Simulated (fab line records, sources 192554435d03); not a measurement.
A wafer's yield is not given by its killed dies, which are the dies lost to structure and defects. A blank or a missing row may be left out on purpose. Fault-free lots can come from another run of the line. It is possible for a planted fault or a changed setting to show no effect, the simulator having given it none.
fab line records	flow n5-finfet
record: lots: 11	wafers: 32	last-day: 17
route steps=1938 shown BEOL_M3@998 BEOL_M4@1111 PASSIVATION@1936
lots that met no fault: from a run of the same line without faults
start-h: start of the lot's first displayed wafer, in hours after the record's first day	wait-h: hours since the lot's step before	" unchanged from the row above	L1.1+2: a row that stands for several wafers	- no value present, or no start provided	* or withheld: withheld	< > ~ a bound
route shown NAME@n: a module of which the file shows steps, and the number in the route of the first	usual: mean/standard deviation of fault-free wafers	same: alike in all rows	chamber/n: place in a boat	sites: each site's reading	_std_site: the values' standard deviation	_edge_site: inner sites' mean taken away from outer sites' mean	radius-mm: for every site, how far away it sits from the centre of the wafer	mask NAME#n: copy n	behind: the last tool/chamber to shape the wafer	hold: reason for holding the lot/hours on hold/outcome of the hold	device: which transistor (n, p or np) failed to switch	end of line: at the end of the route, the tests of the same wafers	for a step that has no rows: nothing shown but its recipe	killed: at the first sort, the dies lost to defects and structure; wafer yield is something else	map: shows each die of a wafer: x if killed, . if not, _ if none is there
set.NAME: the setting that was run; set.NAME@STEP: the one run at that earlier step	model.NAME: the simulator's own value behind a step, which no gauge read
steps of the route over a sample of lots; a table a step, a row a wafer
services: a tool's chamber out of use, with start hour (start-h, from the record's first day; less than 0 if before it), hours out, and reason
== steps ==
step: N5_BEOL_M3_SPUTTER_81
recipe: material: Cu	target-thk-a: 45	temp-c: -20	chamber-pressure-pa: 0.07	power-w: withheld	time-s: 8.29
usual: chamber-pressure-pa: 0.06997/0.00013	chuck-gas-flow-sccm: 1.26/0.054	throttle-valve-pct: 29.8/0.99
lot.wafer	tool	chamber	start-h	wait-h	chamber-pressure-pa	chuck-gas-flow-sccm	throttle-valve-pct
L217.2	pvd-sputter-02	-	160.43	0.1	0.06999	1.34	28.1
L217.5	"	-	"	"	0.06996	1.29	30.5
L217.6	"	-	"	"	0.06993	1.33	28.0
L219.4	pvd-sputter-02	-	170.90	0.0	0.0699	1.22	28.3
L219.5	"	-	"	"	0.06997	1.31	30.6
L219.6	"	-	"	"	0.06986	1.22	28.3
L226.2	pvd-sputter-01	-	213.25	0.1	0.07007	1.26	29.3
L226.4	"	-	"	"	0.06987	1.26	30.1
L226.6	"	-	"	"	0.06994	1.25	30.3
L227.2	pvd-sputter-03	-	223.88	0.1	0.07019	1.25	29.5
L227.4	"	-	"	"	0.06982	1.31	30.4
L227.6	"	-	"	"	0.06986	1.19	28.2
L228.1	pvd-sputter-02	-	233.90	0.1	0.07005	1.19	28.6
L228.4	"	-	"	"	0.07009	1.20	30.4
L228.6	"	-	"	"	0.07	1.20	30.1
L230.2	pvd-sputter-01	-	243.48	0.1	0.06992	1.35	29.4
L230.4	"	-	"	"	0.07007	1.20	31.4
L230.6	"	-	"	"	0.07003	1.34	31.5
L231.2	pvd-sputter-01	-	255.27	0.1	0.06996	1.28	31.6
L231.3	"	-	"	"	0.06993	1.36	29.5
L231.4	"	-	"	"	0.06978	1.29	30.4
L234.1	pvd-sputter-03	-	270.18	0.1	0.06991	1.28	30.4
L234.4	"	-	"	"	0.07019	1.23	30.2
L235.1	pvd-sputter-02	-	270.38	0.1	0.07011	1.18	30.6
L235.3	"	-	"	"	0.06994	1.22	27.9
L235.5	"	-	"	"	0.06999	1.24	28.1
L237.1	pvd-sputter-01	-	283.32	0.1	0.07004	1.27	29.3
L237.4	"	-	"	"	0.07007	1.32	29.9
L237.6	"	-	"	"	0.07005	1.34	29.5
L238.4	pvd-sputter-01	-	286.28	0.1	0.06985	1.23	29.2
L238.5	"	-	"	"	0.06988	1.34	31.5
L238.6	"	-	"	"	0.07005	1.25	29.2
step: N5_BEOL_M3_ANNEAL_87
recipe: temp-c: 400	time-s: 240	ambient: vacuum
usual: heater-power-w: 796/75
lot.wafer	tool	chamber	start-h	wait-h	heater-power-w
L217.2	pvd-sputter-02	-	160.73	0.0	808
L217.5	"	-	"	"	719
L217.6	"	-	"	"	834
L219.4	pvd-sputter-02	-	171.23	0.1	680
L219.5	"	-	"	"	717
L219.6	"	-	"	"	783
L226.2	pvd-sputter-01	-	213.55	0.0	895
L226.4	"	-	"	"	732
L226.6	"	-	"	"	719
L227.2	pvd-sputter-03	-	224.18	0.0	865
L227.4	"	-	"	"	768
L227.6	"	-	"	"	936
L228.1	pvd-sputter-02	-	234.20	0.0	692
L228.4	"	-	"	"	786
L228.6	"	-	"	"	756
L230.2	pvd-sputter-01	-	243.78	0.0	868
L230.4	"	-	"	"	785
L230.6	"	-	"	"	791
L231.2	pvd-sputter-01	-	255.57	0.0	792
L231.3	"	-	"	"	904
L231.4	"	-	"	"	708
L234.1	pvd-sputter-03	-	270.48	0.0	752
L234.4	"	-	"	"	776
L235.1	pvd-sputter-02	-	270.68	0.0	735
L235.3	"	-	"	"	813
L235.5	"	-	"	"	808
L237.1	pvd-sputter-01	-	283.62	0.0	891
L237.4	"	-	"	"	703
L237.6	"	-	"	"	882
L238.4	pvd-sputter-01	-	286.58	0.0	878
L238.5	"	-	"	"	794
L238.6	"	-	"	"	868
step: N5_BEOL_M3_SPUTTER_88
recipe: material: Cu	target-thk-a: 45	temp-c: -20	chamber-pressure-pa: 0.07	power-w: withheld	time-s: 8.29
usual: chamber-pressure-pa: 0.06999/0.00015	chuck-gas-flow-sccm: 1.25/0.048	throttle-valve-pct: 29.8/0.97
lot.wafer	tool	chamber	start-h	wait-h	chamber-pressure-pa	chuck-gas-flow-sccm	throttle-valve-pct
L217.2	pvd-sputter-02	-	160.87	0.1	0.06999	1.33	28.0
L217.5	"	-	"	"	0.07011	1.20	30.6
L217.6	"	-	"	"	0.07011	1.29	28.1
L219.4	pvd-sputter-02	-	171.34	0.0	0.07	1.22	28.4
L219.5	"	-	"	"	0.0701	1.20	30.2
L219.6	"	-	"	"	0.06986	1.27	28.3
L226.2	pvd-sputter-01	-	213.69	0.1	0.06967	1.20	29.5
L226.4	"	-	"	"	0.06998	1.23	30.1
L226.6	"	-	"	"	0.07013	1.25	30.3
L227.2	pvd-sputter-03	-	224.32	0.1	-	-	-
L227.4	"	-	"	"	-	-	-
L227.6	"	-	"	"	-	-	-
L228.1	pvd-sputter-02	-	234.34	0.1	-	-	-
L228.4	"	-	"	"	-	-	-
L228.6	"	-	"	"	-	-	-
L230.2	pvd-sputter-01	-	243.92	0.1	-	-	-
L230.4	"	-	"	"	-	-	-
L230.6	"	-	"	"	-	-	-
L231.2	pvd-sputter-01	-	255.71	0.1	0.07026	1.21	31.3
L231.3	"	-	"	"	0.06977	1.19	29.5
L231.4	"	-	"	"	0.0702	1.27	30.4
L234.1	pvd-sputter-03	-	270.62	0.1	0.06999	1.34	30.3
L234.4	"	-	"	"	0.06987	1.24	30.1
L235.1	pvd-sputter-02	-	270.82	0.1	0.06956	1.35	30.5
L235.3	"	-	"	"	0.07005	1.22	28.1
L235.5	"	-	"	"	0.06997	1.23	27.9
L237.1	pvd-sputter-01	-	283.76	0.1	0.06974	1.23	29.4
L237.4	"	-	"	"	0.06984	1.24	30.2
L237.6	"	-	"	"	0.06982	1.13	29.3
L238.4	pvd-sputter-01	-	286.72	0.1	0.07005	1.27	29.5
L238.5	"	-	"	"	0.06983	1.21	31.4
L238.6	"	-	"	"	0.07017	1.21	29.3
step: N5_BEOL_M3_ANNEAL_91
recipe: temp-c: 400	time-s: 240	ambient: vacuum
usual: heater-power-w: 796/73
lot.wafer	tool	chamber	start-h	wait-h	heater-power-w
L217.2	pvd-sputter-02	-	161.17	0.0	795
L217.5	"	-	"	"	746
L217.6	"	-	"	"	804
L219.4	pvd-sputter-02	-	171.67	0.1	687
L219.5	"	-	"	"	718
L219.6	"	-	"	"	805
L226.2	pvd-sputter-01	-	213.99	0.0	852
L226.4	"	-	"	"	744
L226.6	"	-	"	"	702
L227.2	pvd-sputter-03	-	224.62	0.0	890
L227.4	"	-	"	"	781
L227.6	"	-	"	"	905
L228.1	pvd-sputter-02	-	234.64	0.0	686
L228.4	"	-	"	"	771
L228.6	"	-	"	"	772
L230.2	pvd-sputter-01	-	244.22	0.0	866
L230.4	"	-	"	"	774
L230.6	"	-	"	"	790
L231.2	pvd-sputter-01	-	256.01	0.0	808
L231.3	"	-	"	"	867
L231.4	"	-	"	"	710
L234.1	pvd-sputter-03	-	270.92	0.0	752
L234.4	"	-	"	"	749
L235.1	pvd-sputter-02	-	271.12	0.0	713
L235.3	"	-	"	"	790
L235.5	"	-	"	"	823
L237.1	pvd-sputter-01	-	284.06	0.0	890
L237.4	"	-	"	"	720
L237.6	"	-	"	"	869
L238.4	pvd-sputter-01	-	287.02	0.0	871
L238.5	"	-	"	"	800
L238.6	"	-	"	"	895
step: N5_BEOL_M4_RC_MEAS_101
usual: DIBL_N: 36.6/1.8	DIBL_P: 37.1/2.1	IOFF_N: 0.17/0.033	IOFF_P: 0.23/0.039	ION_N: 681/13	ION_P: 467/8.7	SS_N: 71.6/0.59	SS_P: 73.4/0.63	VT_N: 249/3.4	VT_P: -249/3.7
lot.wafer	tool	chamber	start-h	wait-h	DIBL_N[mV/V]	DIBL_P[mV/V]	IOFF_N[nA/um]	IOFF_P[nA/um]	ION_N[uA/um]	ION_P[uA/um]	SS_N[mV/dec]	SS_P[mV/dec]	VT_N[mV]	VT_P[mV]
L217.2	prober-01	0	184.07	0.2	38.0	40.2	0.19	0.25	693	471	71.1	73.5	245	-248
L217.5	"	0	"	"	38.2	38.5	0.18	0.21	672	456	71.4	72.3	249	-251
L217.6	"	0	"	"	38.5	40.0	0.18	0.24	686	468	71.2	73.1	249	-248
L219.4	prober-01	0	188.52	0.9	35.7	34.3	0.13	0.18	659	458	71.4	73.7	254	-255
L219.5	"	0	"	"	39.7	39.0	0.20	0.24	683	468	72.0	74.4	248	-250
L219.6	"	0	"	"	36.5	35.1	0.15	0.18	682	461	71.5	73.4	248	-254
L226.2	prober-02	0	224.17	0.2	35.0	36.9	0.19	0.24	702	475	71.3	74.0	242	-244
L226.4	"	0	"	"	35.6	37.5	0.17	0.25	679	473	71.4	73.4	247	-245
L226.6	"	0	"	"	38.1	40.6	0.24	0.33	701	479	72.0	74.9	240	-242
L227.2	prober-02	0	244.53	0.2	32.8	33.6	0.11	0.20	665	464	71.2	73.2	254	-248
L227.4	"	0	"	"	36.2	38.0	0.18	0.28	690	478	71.0	74.2	245	-245
L227.6	"	0	"	"	34.1	34.3	0.13	0.20	672	463	70.5	72.9	254	-246
L228.1	prober-02	0	247.50	0.0	36.5	36.4	0.17	0.23	691	470	70.9	73.8	249	-250
L228.4	"	0	"	"	38.0	37.0	0.17	0.23	668	457	71.8	73.7	251	-250
L228.6	"	0	"	"	35.9	35.3	0.15	0.20	679	462	70.7	72.4	249	-251
L230.2	prober-02	0	261.68	0.2	36.3	36.1	0.16	0.20	667	456	72.0	73.0	252	-253
L230.4	"	0	"	"	37.7	38.0	0.18	0.22	707	475	72.2	73.9	248	-252
L230.6	"	0	"	"	36.1	35.1	0.15	0.19	683	463	71.9	72.8	253	-254
L231.2	prober-02	0	269.04	0.2	38.4	38.3	0.20	0.25	688	467	72.3	74.1	249	-248
L231.3	"	0	"	"	36.0	36.4	0.16	0.23	664	462	71.3	72.6	253	-250
L231.4	"	0	"	"	36.4	36.4	0.17	0.23	671	463	72.0	72.9	249	-248
L234.1	prober-02	0	287.36	0.0	36.7	37.5	0.18	0.25	688	472	72.1	73.5	248	-245
L234.4	"	0	"	"	37.9	38.8	0.19	0.26	673	462	72.6	74.4	247	-247
L235.1	prober-02	0	291.15	0.0	38.1	39.0	0.21	0.29	691	475	71.5	73.3	243	-243
L235.3	"	0	"	"	34.8	35.4	0.14	0.23	673	476	71.7	72.8	249	-244
L235.5	"	0	"	"	36.8	37.6	0.17	0.28	699	487	71.0	72.7	247	-242
L237.1	prober-02	0	294.24	0.0	35.8	36.8	0.18	0.26	677	476	71.2	73.4	246	-244
L237.4	"	0	"	"	35.4	35.9	0.18	0.25	695	483	71.0	73.1	246	-242
L237.6	"	0	"	"	33.9	34.5	0.15	0.23	699	475	70.7	73.2	250	-242
L238.4	prober-01	0	300.35	0.5	37.6	36.1	0.19	0.23	680	465	71.9	73.3	248	-248
L238.5	"	0	"	"	35.7	34.1	0.15	0.19	683	460	71.6	72.8	249	-250
L238.6	"	0	"	"	35.8	33.4	0.14	0.19	659	454	71.4	72.7	251	-250
step: N5_PASSIVATION_PROBE_49
usual: defect-limited-yield: 91.1/1.4	killed_at_M0_to_M3: 32/9.4	killed_at_M4_up: 14/5.1	killed-at-contacts: 11/5.5	killed-at-front-end: 44/13	killed-at-other: 4/3.2	killed-dies: 104/16	killed-open: 70/12	killed-short: 33/7.8	sort_bin_5_function: 5.1/0.91	sort_bin_6_memory: 3.4/0.63	sort-n-pass: 1075/16	sort-yield-pct: 91.2/1.4
same: gross-dies: 1180	killed-at-back-side: 0	sort_bin_4_leakage[%]: 0	sort_bin_8_speed[%]: 0
lot.wafer	tool	chamber	start-h	wait-h	defect-limited-yield[%]	killed_at_M0_to_M3	killed_at_M4_up	killed-at-contacts	killed-at-front-end	killed-at-other	killed-dies	killed-open	killed-short	sort_bin_5_function[%]	sort_bin_6_memory[%]	sort-n-pass	sort-yield-pct[%]
L227.2	prober-02	-	339.70	0.6	90.2	44	5	7	57	3	116	58	50	6.5	3.0	1064	90.2
L227.4	prober-02	-	339.80	0.7	91.6	22	7	13	51	6	99	56	39	5.5	2.7	1081	91.6
L227.6	prober-02	-	339.90	0.8	91.3	19	20	12	49	3	103	58	41	5.0	3.5	1077	91.3
L228.1	prober-02	-	351.18	0.0	89.4	53	14	10	48	0	125	84	27	6.8	3.7	1055	89.4
L228.4	prober-02	-	351.33	0.2	90.9	39	16	11	36	5	107	69	31	4.9	3.9	1073	90.9
L228.6	prober-02	-	351.43	0.3	90.1	48	10	13	45	1	117	78	35	5.8	3.7	1063	90.1
L230.2	prober-02	-	370.15	0.1	91.0	29	6	12	53	6	106	72	27	5.3	3.6	1074	91.0
L230.4	prober-02	-	370.25	0.2	90.7	35	14	14	41	6	110	75	30	6.1	2.7	1070	90.7
L230.6	prober-02	-	370.35	0.3	90.0	49	7	13	48	1	118	75	34	5.4	4.3	1062	90.0
L231.2	prober-02	-	380.93	0.1	92.2	32	16	13	26	5	92	62	28	4.4	3.2	1088	92.2
L231.3	prober-02	-	380.98	0.1	89.3	48	15	13	40	10	126	76	48	6.6	4.0	1054	89.3
L231.4	prober-02	-	381.03	0.2	90.7	40	15	6	42	7	110	76	33	5.3	3.5	1070	90.7
L237.1	prober-02	-	401.64	0.0	92.3	36	9	2	40	4	91	68	23	4.2	3.6	1089	92.3
L237.4	prober-02	-	401.79	0.2	90.3	28	10	11	61	5	115	67	45	5.9	3.5	1065	90.3
L237.6	prober-02	-	401.89	0.3	93.3	23	10	7	37	2	79	54	22	3.9	2.4	1101	93.3
killed by level:class
L227.2 FIN_SAQP:geometric-particle:short=19 FIN_SAQP:geometric-particle:open=18 BEOL_M3:geometric-particle:open=8 BEOL_M0_SAQP:geometric-particle:short=7 BEOL_M3:interface-void-opened=7 MOL_CONTACT_COAG:geometric-particle:open=6 STARTING-WAFER:geometric-particle:short=5 GATE_CUT:geometric-particle:short=4
L227.4 FIN_SAQP:geometric-particle:open=19 FIN_SAQP:geometric-particle:short=10 MOL_CONTACT_COAG:geometric-particle:open=9 GATE_CUT:geometric-particle:short=7 BEOL_M2:geometric-particle:open=7 STI_FIN_REVEAL:geometric-particle:open=5 PASS1_CAP:geometric-particle:short=5 MOL_CONTACT_COAG:geometric-particle:short=4
L227.6 FIN_SAQP:geometric-particle:short=16 BEOL_M4:geometric-particle:open=13 MOL_CONTACT_COAG:geometric-particle:open=11 FIN_SAQP:geometric-particle:open=8 GATE_CUT:geometric-particle:short=8 STI_FIN_REVEAL:geometric-particle:open=6 BEOL_M0_SAQP:geometric-particle:open=4 BEOL_M1:geometric-particle:open=4
L228.1 STI_FIN_REVEAL:geometric-particle:open=13 BEOL_M2:geometric-particle:open=10 BEOL_M3:interface-void-opened=10 BEOL_M1:geometric-particle:open=9 BEOL_M0_SAQP:geometric-particle:open=8 MOL_CONTACT_COAG:geometric-particle:open=7 BEOL_M0_SAQP:geometric-particle:short=7 FIN_SAQP:geometric-particle:open=6
L228.4 BEOL_M1:geometric-particle:open=13 BEOL_M4:geometric-particle:open=7 STI_FIN_REVEAL:geometric-particle:open=7 MOL_CONTACT_COAG:geometric-particle:open=6 MOL_CONTACT_COAG:geometric-particle:short=5 BEOL_M0_SAQP:geometric-particle:short=5 BEOL_M2:geometric-particle:open=5 BEOL_M3:geometric-particle:open=5
L228.6 STI_FIN_REVEAL:geometric-particle:open=14 MOL_CONTACT_COAG:geometric-particle:open=11 BEOL_M1:geometric-particle:open=9 BEOL_M0_SAQP:geometric-particle:open=9 BEOL_M0_SAQP:geometric-particle:short=9 GATE_CUT:geometric-particle:short=8 BEOL_M2:geometric-particle:open=7 STI_FIN_REVEAL:geometric-particle:short=6
L230.2 STI_FIN_REVEAL:geometric-particle:open=28 MOL_CONTACT_COAG:geometric-particle:open=10 BEOL_M2:geometric-particle:open=8 STI_FIN_REVEAL:geometric-particle:short=5 BEOL_M3:interface-void-opened=5 FIN_SAQP:geometric-particle:short=4 GATE_CUT:geometric-particle:short=4 BEOL_M1:geometric-particle:open=4
L230.4 STI_FIN_REVEAL:geometric-particle:open=14 MOL_CONTACT_COAG:geometric-particle:open=11 BEOL_M4:geometric-particle:open=8 BEOL_M1:geometric-particle:open=7 ILD0:geometric-particle:short=6 FIN_SAQP:geometric-particle:short=4 BEOL_M0_SAQP:geometric-particle:open=4 BEOL_M0:geometric-particle:open=4
L230.6 MOL_CONTACT_COAG:geometric-particle:open=11 BEOL_M2:geometric-particle:open=11 DUMMY_GATE:geometric-particle:open=8 BEOL_M3:interface-void-opened=8 BEOL_M1:geometric-particle:open=8 STI_FIN_REVEAL:geometric-particle:open=7 GATE_CUT:geometric-particle:open=6 BEOL_M3:geometric-particle:open=6
L231.2 MOL_CONTACT_COAG:geometric-particle:open=11 BEOL_M1:geometric-particle:open=9 GATE_CUT:geometric-particle:short=6 BEOL_M0_SAQP:geometric-particle:short=6 BEOL_M3:geometric-particle:open=6 FIN_SAQP:geometric-particle:open=5 BEOL_M0_SAQP:geometric-particle:open=5 FIN_SAQP:geometric-particle:short=4
L231.3 BEOL_M0_SAQP:geometric-particle:open=12 BEOL_M0_SAQP:geometric-particle:short=12 MOL_CONTACT_COAG:geometric-particle:open=11 FIN_SAQP:geometric-particle:open=7 DUMMY_GATE:geometric-particle:open=6 BEOL_M1:geometric-particle:open=6 MIM_TOP:geometric-particle:short=5 FIN_SAQP:geometric-particle:short=4
L231.4 BEOL_M1:geometric-particle:open=15 FIN_SAQP:geometric-particle:short=13 BEOL_M4:geometric-particle:open=11 BEOL_M0_SAQP:geometric-particle:open=10 FIN_SAQP:geometric-particle:open=7 BEOL_M0_SAQP:geometric-particle:short=6 STARTING-WAFER:geometric-particle:open=5 MOL_CONTACT_COAG:geometric-particle:open=4
L237.1 FIN_SAQP:geometric-particle:open=16 BEOL_M1:geometric-particle:open=11 BEOL_M3:geometric-particle:open=8 FIN_SAQP:geometric-particle:short=6 STI_FIN_REVEAL:geometric-particle:open=5 BEOL_M2:geometric-particle:open=5 BEOL_M7:geometric-particle:open=4 BEOL_M0_SAQP:geometric-particle:open=3
L237.4 FIN_SAQP:geometric-particle:short=23 FIN_SAQP:geometric-particle:open=16 MOL_CONTACT_COAG:geometric-particle:open=9 BEOL_M1:geometric-particle:open=7 STI_FIN_REVEAL:geometric-particle:open=5 BEOL_M0_SAQP:geometric-particle:open=5 BEOL_M3:geometric-particle:open=5 DUMMY_GATE:geometric-particle:open=4
L237.6 BEOL_M3:geometric-particle:open=12 STI_FIN_REVEAL:geometric-particle:open=10 FIN_SAQP:geometric-particle:open=7 FIN_SAQP:geometric-particle:short=7 MOL_CONTACT_COAG:geometric-particle:open=5 BEOL_M4:geometric-particle:open=5 BEOL_M0_SAQP:geometric-particle:open=4 BEOL_M5:geometric-particle:open=3
== services ==
tool	chamber	start-h	hours	kind
pvd-sputter-03	-	233.49	3.4	repair
== key ==
first-sign: step: N5_BEOL_M3_SPUTTER_88	reading: tool-record	direction: missing
effect none on later readings
met-at N5_BEOL_M3_SPUTTER_88
struck-lots L227,L228,L230
not-acting-at N5_BEOL_M3_SPUTTER_81,N5_BEOL_M3_ANNEAL_87,N5_BEOL_M3_ANNEAL_91
onset-between 213.69 224.32
fault: kind: skipped-step-whole	tool: pvd-sputter-01,pvd-sputter-02,pvd-sputter-03	chamber: -	onset-h: 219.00	steps: N5_BEOL_M3_SPUTTER_88	scope: struck-lots-only
